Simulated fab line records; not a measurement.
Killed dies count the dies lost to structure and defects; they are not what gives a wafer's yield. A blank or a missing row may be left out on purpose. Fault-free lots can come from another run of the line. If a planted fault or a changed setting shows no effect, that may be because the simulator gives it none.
Matching of chambers :: flow n5_finfet :: 4 sister chambers for N5_HKMG_FIN_CMP_94 on cmp-03
The step polishes, stops on SiNx, t overpolish 4.7 s, target thk 43.299 nm. 6 wafers are shown with their chamber, then 7 later ones without.

== EACH WAFER AND ITS CHAMBER ==
wafer: L079.1
chamber: 0
motor_current_A (A): 11.9
edge_zone_pressure_frac: 1.004

wafer: L080.1
chamber: 3
motor_current_A (A): 11.7
edge_zone_pressure_frac: 0.997

wafer: L080.3
chamber: 2
motor_current_A (A): 10.1
edge_zone_pressure_frac: 0.999

wafer: L080.5
chamber: 1
motor_current_A (A): 11.2
edge_zone_pressure_frac: 0.992

wafer: L082.1
chamber: 3
motor_current_A (A): 11.4
edge_zone_pressure_frac: 0.995

wafer: L082.2
chamber: 2
motor_current_A (A): 10.7
edge_zone_pressure_frac: 1.004

== WAFERS MISSING THEIR CHAMBER ==
wafer: L082.3
motor_current_A (A): 11.3
edge_zone_pressure_frac: 0.997

wafer: L087.1
motor_current_A (A): 11.1
edge_zone_pressure_frac: 1.002

wafer: L087.3
motor_current_A (A): 11.2
edge_zone_pressure_frac: 0.996

wafer: L087.6
motor_current_A (A): 11.0
edge_zone_pressure_frac: 1.014

wafer: L096.1
motor_current_A (A): 11.5
edge_zone_pressure_frac: 0.998

wafer: L096.3
motor_current_A (A): 11.5
edge_zone_pressure_frac: 0.996

wafer: L096.4
motor_current_A (A): 11.8
edge_zone_pressure_frac: 1.000

== WHICH CHAMBER EACH ONE RAN IN ==
wafer: L082.3
from the rows above: can't be placed: 3 or 1
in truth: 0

wafer: L087.1
from the rows above: can't be placed: 2 or 0 or 3 or 1
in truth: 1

wafer: L087.3
from the rows above: can't be placed: 3 or 1
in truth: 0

wafer: L087.6
from the rows above: can't be placed: 0 or 2
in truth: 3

wafer: L096.1
from the rows above: can't be placed: 3 or 1 or 0
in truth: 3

wafer: L096.3
from the rows above: can't be placed: 3 or 1
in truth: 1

wafer: L096.4
from the rows above: can't be placed: 0 or 3 or 1
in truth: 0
Placed correctly: 0 of 7. These rows do not allow placing 7 (true chamber among the candidates in 4). 0 placed wrongly.
How it was worked out, from the rows above alone: a wafer's distance from a chamber is the root of the sum, over the readings, of the square of ((its reading less the chamber's mean) divided by the reading's scatter). The wafer belongs to the nearest chamber; if the next one is less than 2 further off, it can't be placed. Each chamber's mean is taken over the wafers shown for it. The scatter is the square root of a quotient: the sum, over the shown wafers, of each reading's squared deviation from its chamber's mean, divided by wafers minus chambers.
